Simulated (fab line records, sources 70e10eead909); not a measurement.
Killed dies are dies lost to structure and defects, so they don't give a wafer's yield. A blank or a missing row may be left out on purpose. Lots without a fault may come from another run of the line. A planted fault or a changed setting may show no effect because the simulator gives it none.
Which tool did it? | flow nand_harc | 24 lots, 72 wafers sampled, at 5 steps of a route of 1159

WHAT THE GAUGES READ, wafer by wafer
NHARC_P_BONDPAD_THK_MEAS_33: measures by ellipsometry.
lot  | measured     | on            | thk_nm (nm)
L074 | day 6 08:01  | film_metro-02 | 199.5 199.3 200.9
L075 | day 6 16:16  | film_metro-02 | 199.5 202.7 199.9
L076 | day 6 17:53  | film_metro-02 | 200.0 201.2 198.4
L077 | day 7 00:29  | film_metro-02 | 202.6 202.0 203.2
L078 | day 7 10:30  | film_metro-02 | 199.4 201.0 199.3
L079 | day 7 18:31  | film_metro-01 | 199.5 199.3 199.9
L080 | day 7 21:25  | film_metro-02 | 202.0 199.4 201.9
L081 | day 8 07:05  | film_metro-01 | 199.5 202.3 198.9
L082 | day 8 07:40  | film_metro-01 | 201.9 199.1 199.0
L083 | day 8 18:50  | film_metro-01 | 199.0 195.6 198.8
L084 | day 8 19:49  | film_metro-01 | 201.1 199.6 201.3
L085 | day 9 08:35  | film_metro-01 | 199.6 198.3 198.6
L087 | day 9 09:49  | film_metro-02 | 201.7 203.2 201.8
L086 | day 9 10:34  | film_metro-01 | 199.9 203.6 198.1
L088 | day 9 19:06  | film_metro-02 | 201.0 200.6 198.6
L089 | day 10 09:21 | film_metro-01 | 199.2 201.8 202.1
L090 | day 10 11:40 | film_metro-01 | 201.3 202.1 200.8
L091 | day 10 12:31 | film_metro-01 | 198.6 201.9 198.4
L092 | day 10 21:55 | film_metro-01 | 201.9 201.8 198.4
L093 | day 11 07:25 | film_metro-02 | 201.6 200.1 203.6
L094 | day 11 07:42 | film_metro-02 | 200.7 197.7 202.8
L096 | day 11 15:49 | film_metro-02 | 200.9 198.8 197.2
L095 | day 11 16:03 | film_metro-01 | 200.4 198.3 200.6
L097 | day 11 19:23 | film_metro-01 | 200.9 196.1 200.1

NHARC_P_BONDPAD_INSPECT_23.
lot  | measured     | on                | raw_defect_count
L074 | day 6 11:22  | defect_inspect-01 | 204 207 289
L075 | day 6 19:39  | defect_inspect-02 | 313 282 242
L076 | day 6 23:41  | defect_inspect-01 | 194 153 194
L077 | day 7 03:58  | defect_inspect-02 | 181 183 192
L078 | day 7 13:52  | defect_inspect-02 | 241 258 324
L079 | day 7 21:50  | defect_inspect-01 | 335 375 575
L080 | day 8 00:50  | defect_inspect-02 | 445 255 192
L081 | day 8 10:32  | defect_inspect-01 | 361 685 332
L082 | day 8 11:06  | defect_inspect-02 | 421 427 528
L083 | day 8 22:04  | defect_inspect-01 | 679 409 382
L084 | day 8 23:02  | defect_inspect-02 | 221 249 267
L085 | day 9 11:58  | defect_inspect-02 | 444 287 706
L087 | day 9 13:13  | defect_inspect-02 | 278 306 267
L086 | day 9 14:25  | defect_inspect-02 | 229 274 265
L088 | day 9 22:26  | defect_inspect-01 | 201 254 226
L089 | day 10 12:43 | defect_inspect-02 | 274 290 375
L090 | day 10 15:00 | defect_inspect-01 | 201 173 184
L091 | day 10 15:50 | defect_inspect-02 | 215 259 217
L092 | day 11 01:17 | defect_inspect-02 | 173 325 318
L093 | day 11 10:42 | defect_inspect-01 | 391 422 307
L094 | day 11 11:10 | defect_inspect-02 | 387 296 383
L096 | day 11 19:11 | defect_inspect-02 | 264 399 317
L095 | day 11 19:29 | defect_inspect-02 | 356 333 159
L097 | day 11 22:44 | defect_inspect-01 | 754 440 348

NHARC_A_CHANNEL_HOLE_D1_OVL_MEAS_11.
lot  | measured     | on         | overlay_x_nm (nm) | overlay_y_nm (nm)
L074 | day 8 05:53  | overlay-02 | 1.2 0.5 0.9       | 1.3 0.5 0.5
L075 | day 8 13:50  | overlay-01 | -1.0 -0.7 -1.3    | -0.2 -0.1 -0.1
L076 | day 8 17:34  | overlay-02 | -0.1 0.2 0.0      | 0.2 0.3 0.0
L077 | day 8 20:51  | overlay-02 | -0.9 -0.5 -0.5    | -0.9 -0.6 -0.5
L078 | day 9 07:09  | overlay-02 | 0.2 0.6 0.1       | 0.0 0.2 -0.2
L079 | day 9 17:38  | overlay-02 | 0.0 -0.4 0.2      | -1.0 -1.1 -1.1
L080 | day 9 17:28  | overlay-01 | 0.5 0.7 0.6       | 0.7 -0.1 0.2
L081 | day 10 02:49 | overlay-02 | 0.8 0.6 0.6       | -0.5 -0.3 0.2
L082 | day 10 02:31 | overlay-01 | -1.1 -0.9 -1.0    | -0.4 0.2 0.0
L083 | day 10 13:19 | overlay-01 | -0.7 -0.4 -0.2    | -0.5 -0.2 -0.9
L084 | day 10 13:08 | overlay-01 | 0.6 0.9 0.2       | 0.4 0.6 0.8
L085 | day 11 08:37 | overlay-01 | 0.2 -0.1 -0.2     | 0.1 1.6 1.0
L087 | day 11 08:19 | overlay-01 | 0.4 0.2 0.2       | 0.1 0.0 0.1
L086 | day 11 08:52 | overlay-02 | 0.0 -0.5 -0.1     | 0.3 -0.1 0.1
L088 | day 11 20:16 | overlay-01 | 0.3 0.8 0.7       | -0.3 -0.4 -0.4
L089 | day 12 04:11 | overlay-02 | 0.2 0.0 -0.3      | 0.2 0.4 0.4
L090 | day 12 04:02 | overlay-02 | -0.5 -0.1 -0.2    | 0.3 -0.3 0.1
L091 | day 12 04:38 | overlay-01 | 0.7 0.9 1.1       | 0.0 0.8 0.1
L092 | day 12 16:12 | overlay-01 | 0.1 0.3 0.0       | -0.1 -0.3 -1.2
L093 | day 13 02:16 | overlay-01 | 0.5 0.9 0.3       | -1.5 -2.2 -2.2
L094 | day 13 02:29 | overlay-02 | 0.0 -0.4 -0.7     | -0.1 -0.1 -0.2
L096 | day 13 15:35 | overlay-02 | -1.5 -1.1 -1.3    | 0.5 0.4 0.5
L095 | day 13 17:32 | overlay-02 | 0.2 0.5 0.2       | -0.8 -0.6 -0.9
L097 | day 13 15:49 | overlay-02 | -1.1 -1.1 -0.6    | -0.6 -0.2 -0.6

WHICH TOOL RAN EACH LOT (tool, then ch and the chambers of the sampled wafers, then the start)
lot  | NHARC_P_CONTACT_ETCH_18                       | NHARC_P_M0_PRE_CLEAN_31
L074 | rie_diel-03 ch 1,3, day 5 21:59 or earlier    | pecvd-02 ch 0, day 5 21:59
L075 | rie_diel-07 ch 0,2,3, day 6 06:55 or earlier  | pecvd-03 ch 0,2, day 6 06:55
L076 | rie_diel-07 ch 0,3, day 6 07:43 or earlier    | pecvd-02 ch 1,2, day 6 07:43
L077 | rie_diel-03 ch 2,3, day 6 15:13 or earlier    | pecvd-03 ch 0,2, day 6 15:13
L078 | rie_diel-07 ch 1,2,3, day 7 01:03 or earlier  | pecvd-02 ch 1,2, day 7 01:03
L079 | rie_diel-13 ch 0,1,3, day 7 08:59 or earlier  | pecvd-04 ch 1,2, day 7 08:59
L080 | rie_diel-07 ch 1,2,3, day 7 12:05 or earlier  | pecvd-03 ch 1,2, day 7 12:05
L081 | rie_diel-07 ch 0,3, day 7 20:53 or earlier    | pecvd-03 ch 2, day 7 20:53
L082 | rie_diel-03 ch 0,2,3, day 7 21:26 or earlier  | pecvd-04 ch 0,1,2, day 7 21:26
L083 | rie_diel-07 ch 1,2,3, day 8 09:11 or earlier  | pecvd-03 ch 1,2, day 8 09:11
L084 | rie_diel-03 ch 0,2,3, day 8 09:40 or earlier  | pecvd-04 ch 0,1,2, day 8 09:40
L085 | rie_diel-03 ch 0,1,2, day 8 23:14 or earlier  | pecvd-04 ch 0,1,2, day 8 23:14
L087 | rie_diel-03 ch 2,3, day 9 00:22 or earlier    | pecvd-02 ch 0,1,2, day 9 00:22
L086 | rie_diel-03 ch 1,3, day 9 00:50 or earlier    | pecvd-02 ch 1,2, day 9 00:50
L088 | rie_diel-07 ch 0,1,2, day 9 09:47 or earlier  | pecvd-03 ch 0,1,2, day 9 09:47
L089 | rie_diel-13 ch 1,3, day 9 23:37 or earlier    | pecvd-02 ch 0,2, day 9 23:37
L090 | rie_diel-03 ch 0,2,3, day 10 02:17 or earlier | pecvd-03 ch 0,1,2, day 10 02:17
L091 | rie_diel-07 ch 0,1,2, day 10 02:27 or earlier | pecvd-02 ch 0,1,2, day 10 02:27
L092 | rie_diel-13 ch 0,1, day 10 12:16 or earlier   | pecvd-02 ch 0,1, day 10 12:16
L093 | rie_diel-07 ch 1,2,3, day 10 19:56 or earlier | pecvd-03 ch 0,1, day 10 19:56
L094 | rie_diel-07 ch 1,2,3, day 10 20:28 or earlier | pecvd-02 ch 0,1,2, day 10 20:28
L096 | rie_diel-13 ch 1,2,3, day 11 06:02 or earlier | pecvd-04 ch 0,1,2, day 11 06:02
L095 | rie_diel-07 ch 1,3, day 11 06:22 or earlier   | pecvd-04 ch 0,2, day 11 06:22
L097 | rie_diel-03 ch 1,2,3, day 11 09:44 or earlier | pecvd-03 ch 0,1, day 11 09:44
- NHARC_P_CONTACT_ETCH_18: etches the open film in C4F8/O2/Ar, target depth 481 nm, time 240.5 s.
- NHARC_P_M0_PRE_CLEAN_31: time 12 s.

WHAT THE TOOLS THEMSELVES READ (means of the sampled wafers that have a number; where no wafer has one, the mark that the record gives instead)
NHARC_P_CONTACT_ETCH_18.
lot  | tool        | oes_product_au (a.u.) | rf_vpp_V (V)
L074 | rie_diel-03 | 0.957                 | 985
L075 | rie_diel-07 | 0.977                 | 979
L076 | rie_diel-07 | 0.976                 | 976
L077 | rie_diel-03 | 0.928                 | 986
L078 | rie_diel-07 | 0.933                 | 977
L079 | rie_diel-13 | 0.959                 | 982
L080 | rie_diel-07 | 0.970                 | 978
L081 | rie_diel-07 | 0.966                 | 975
L082 | rie_diel-03 | 0.966                 | 983
L083 | rie_diel-07 | 0.962                 | 977
L084 | rie_diel-03 | 0.930                 | 984
L085 | rie_diel-03 | 0.969                 | 979
L087 | rie_diel-03 | 0.964                 | 985
L086 | rie_diel-03 | 0.960                 | 981
L088 | rie_diel-07 | 0.963                 | 972
L089 | rie_diel-13 | 0.953                 | 980
L090 | rie_diel-03 | 0.953                 | 983
L091 | rie_diel-07 | 0.935                 | 971
L092 | rie_diel-13 | 0.963                 | 984
L093 | rie_diel-07 | 0.969                 | 977
L094 | rie_diel-07 | 0.953                 | 977
L096 | rie_diel-13 | 0.959                 | 979
L095 | rie_diel-07 | 0.980                 | 979
L097 | rie_diel-03 | 0.957                 | 983

NHARC_P_M0_PRE_CLEAN_31.
lot  | tool     | heater_power_w (W)
L074 | pecvd-02 | 607
L075 | pecvd-03 | 649
L076 | pecvd-02 | 723
L077 | pecvd-03 | 674
L078 | pecvd-02 | 685
L079 | pecvd-04 | 648
L080 | pecvd-03 | 600
L081 | pecvd-03 | 670
L082 | pecvd-04 | 664
L083 | pecvd-03 | 621
L084 | pecvd-04 | 678
L085 | pecvd-04 | 630
L087 | pecvd-02 | 686
L086 | pecvd-02 | 691
L088 | pecvd-03 | 646
L089 | pecvd-02 | 690
L090 | pecvd-03 | 668
L091 | pecvd-02 | 676
L092 | pecvd-02 | 664
L093 | pecvd-03 | 642
L094 | pecvd-02 | 707
L096 | pecvd-04 | 712
L095 | pecvd-04 | 733
L097 | pecvd-03 | 686

THE ANSWER, worked out from the rows above alone
Rule: what is usual is taken from the lots themselves. Put in order of their means at a reading, lots are off if they are a third of the lots or fewer, leave a main group of 4 or more, and stand apart from it by a gap of 3 or more times the standard deviation of the main group's means; of several such gaps the widest counts. A main group whose means are all the same, to the digits that the tables above print for the reading, isn't used. A lot without any number at a reading at which 4 lots or more have one is off too. The other lots that the step has rows for count as sound. The gauges are gone through in route order, then the tools' own readings, and for those a lot's mean is taken as printed above. The first step at which some lot is off is used, and at that step the reading that is off furthest; a lot without a number counts as furthest.
No lot is off at any reading shown: from this, nothing can be told.

WHAT THE SIMULATOR HAD PUT IN
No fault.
